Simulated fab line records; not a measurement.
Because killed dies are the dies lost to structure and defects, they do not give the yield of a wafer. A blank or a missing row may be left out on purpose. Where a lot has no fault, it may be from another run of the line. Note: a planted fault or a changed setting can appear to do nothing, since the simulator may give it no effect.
A struck lot beside a sound one -- flow n5Finfet -- 21 steps out of a route of 1938
Sound: the wafers L982.2, L982.4, L982.5. Wafers L985.4, L985.5, L985.6 were the ones struck. The cause comes at the end.
At each step with rows: each side's tool, then ch and its chambers, then its first start. Under that, the readings that differ: sound wafers -- struck wafers -- difference of the means -- sigmas: that difference in standard deviations of wafers without a fault.
alike: readings with means less than 2 such deviations apart, plus words and numbers identical on both sides. not compared: withheld readings, readings lacking a value on some wafer, bounds such as >300 that could conceal the same value, and numbers that have no deviation in the record and whose values overlap.
A row with sigmas, a row that says differs or no value, or rows on one side alone: a step with any of these is where the two part. Numbers that don't overlap but have no deviation are shown without sigmas and don't part them. A reading that every wafer of one side lacks parts them only if that side has two wafers or more.

N5_BEOL_M7_INSPECT_58: inspects for defects (darkfield).
  struck on defectInspect-01, day 11 11:23; sound on defectInspect-01, day 10 16:53
reading,sound,struck,difference,sigmas
rawDefectCount,112 149 56,64 37 54,-54,-2
N5_BEOL_M8_ILD_DEP_00: deposits SiCOH lowk from DEMS/porogen, target thk 179.75 nm, time 33.4 s.
  sound on pecvd-02 ch 0,1, day 10 16:56; struck on pecvd-03 ch 0,1,2, day 11 11:26
  alike: heaterPowerW, showerheadPlenumPTorr, showerheadVppV, throttleValvePct
N5_BEOL_M8_CURE_74: cures SiCOH lowk, time 240 s.
  sound on uvCure-01 ch 0, day 10 17:04; struck on uvCure-01 ch 1, day 11 11:44
  alike: lampPowerPct, wafer_temp_C_max
N5_BEOL_M8_THK_MEAS_01:
  struck on filmMetro-01, day 11 12:00; sound on filmMetro-01, day 10 17:31
  alike: M8_ILD_THK
N5_BEOL_M8_PECVD_70: deposits SiO2 from TEOS/O2, target thk 20 nm, time 22.7 s.
  sound on pecvd-02 ch 0,1, day 10 17:32; struck on pecvd-02 ch 0,1,2, day 11 12:04
  alike: heaterPowerW, showerheadPlenumPTorr, showerheadVppV, throttleValvePct
N5_BEOL_M8_HM_DEP_02: deposits TiN, target thk 20 nm.
  struck on pvdSputter-01, day 11 12:37; sound on pvdSputter-02, day 10 18:33
  alike: throttleValvePct
then, 6 steps without rows for these wafers: N5_BEOL_M8_COAT_59 (time 60 s, resist thk 100 nm); N5_BEOL_M8_COAT_60 (time 60 s, resist thk 35 nm); N5_BEOL_M8_COAT_05 (resist thk 90 nm); N5_BEOL_M8_EBR_07; N5_BEOL_M8_SOFTBAKE_06 (time 60 s); N5_BEOL_M8_EXPOSE_08 (exposes mask M8).
N5_BEOL_M8_PEB_09: peb time 60 s.
  sound on lithoTrack-01 ch 0, day 10 18:59; struck on lithoTrack-01 ch 0, day 11 13:04
  alike: resistLineTempC
then, 1 step without rows for these wafers: N5_BEOL_M8_DEVELOP_10 (develop time 30 s).
N5_BEOL_M8_CD_MEAS_11 targets a cd of 38.5 nm.
  sound on cdSem-03 ch 0, day 10 19:03; struck on cdSem-02 ch 0, day 11 13:08
  alike: cdNm
N5_BEOL_M8_OVL_MEAS_12:
  sound on overlay-02 ch 0, day 10 19:05; struck on overlay-01 ch 0, day 11 13:09
  alike: M8_OVL
N5_BEOL_M8_INSPECT_13: inspects for defects (brightfield).
  struck on defectInspect-01, day 11 13:11; sound on defectInspect-01, day 10 19:06
  alike: rawDefectCount
N5_BEOL_M8_DESCUM_16: chemistry O2, time 7.9 s.
  sound on rieDiel-05 ch 0,2, day 10 19:29; struck on rieDiel-06 ch 0,3, day 11 13:13
  alike: biasPowerW, drypumpMotorCurrentA, oesProductAu, rfVppV, showerheadPlenumPTorr, throttleValvePct
  not compared: rfHoursCounterH
N5_BEOL_M8_ETCH_61: etches SiARC in CF4, target depth 45.5 nm, time 75.8 s.
  sound on rieDiel-05 ch 0,2, day 10 19:31; struck on rieDiel-06 ch 0,3, day 11 13:15
reading,sound,struck,difference,sigmas
model.BEOL_M8.cdOffsetNm (nm),0.6 0.2 0.2,-1 -0.6 -1.6,-1,
  alike: drypumpMotorCurrentA, etchRfOnTimeS, oesProductAu, rfVppV, showerheadPlenumPTorr, throttleValvePct
  not compared: rfHoursCounterH
N5_BEOL_M8_ETCH_62: etches SOC in N2/H2, target depth 110 nm, overetch 22 nm, time 165 s.
  sound on rieDiel-05 ch 0,2, day 10 19:34; struck on rieDiel-06 ch 0,3, day 11 13:18
reading,sound,struck,difference,sigmas
model.BEOL_M8.cdOffsetNm (nm),1 0 0.6,-0.6 -0.2 -1.6,-1.3,
  alike: drypumpMotorCurrentA, oesProductAu, rfVppV, showerheadPlenumPTorr, throttleValvePct
  not compared: rfHoursCounterH
then, 1 step without rows for these wafers: N5_BEOL_M8_STRIP_68 (strips in N2/H2).

== WHERE THEY PART ==
Only at N5_BEOL_M7_INSPECT_58, as far as this record shows. Later steps at which nothing parts them and some readings are alike: N5_BEOL_M8_ILD_DEP_00, N5_BEOL_M8_CURE_74, N5_BEOL_M8_THK_MEAS_01, N5_BEOL_M8_PECVD_70, N5_BEOL_M8_HM_DEP_02, N5_BEOL_M8_PEB_09, N5_BEOL_M8_CD_MEAS_11, N5_BEOL_M8_OVL_MEAS_12, N5_BEOL_M8_INSPECT_13, N5_BEOL_M8_DESCUM_16, N5_BEOL_M8_ETCH_61, N5_BEOL_M8_ETCH_62.

WHY: whatever the simulator had introduced
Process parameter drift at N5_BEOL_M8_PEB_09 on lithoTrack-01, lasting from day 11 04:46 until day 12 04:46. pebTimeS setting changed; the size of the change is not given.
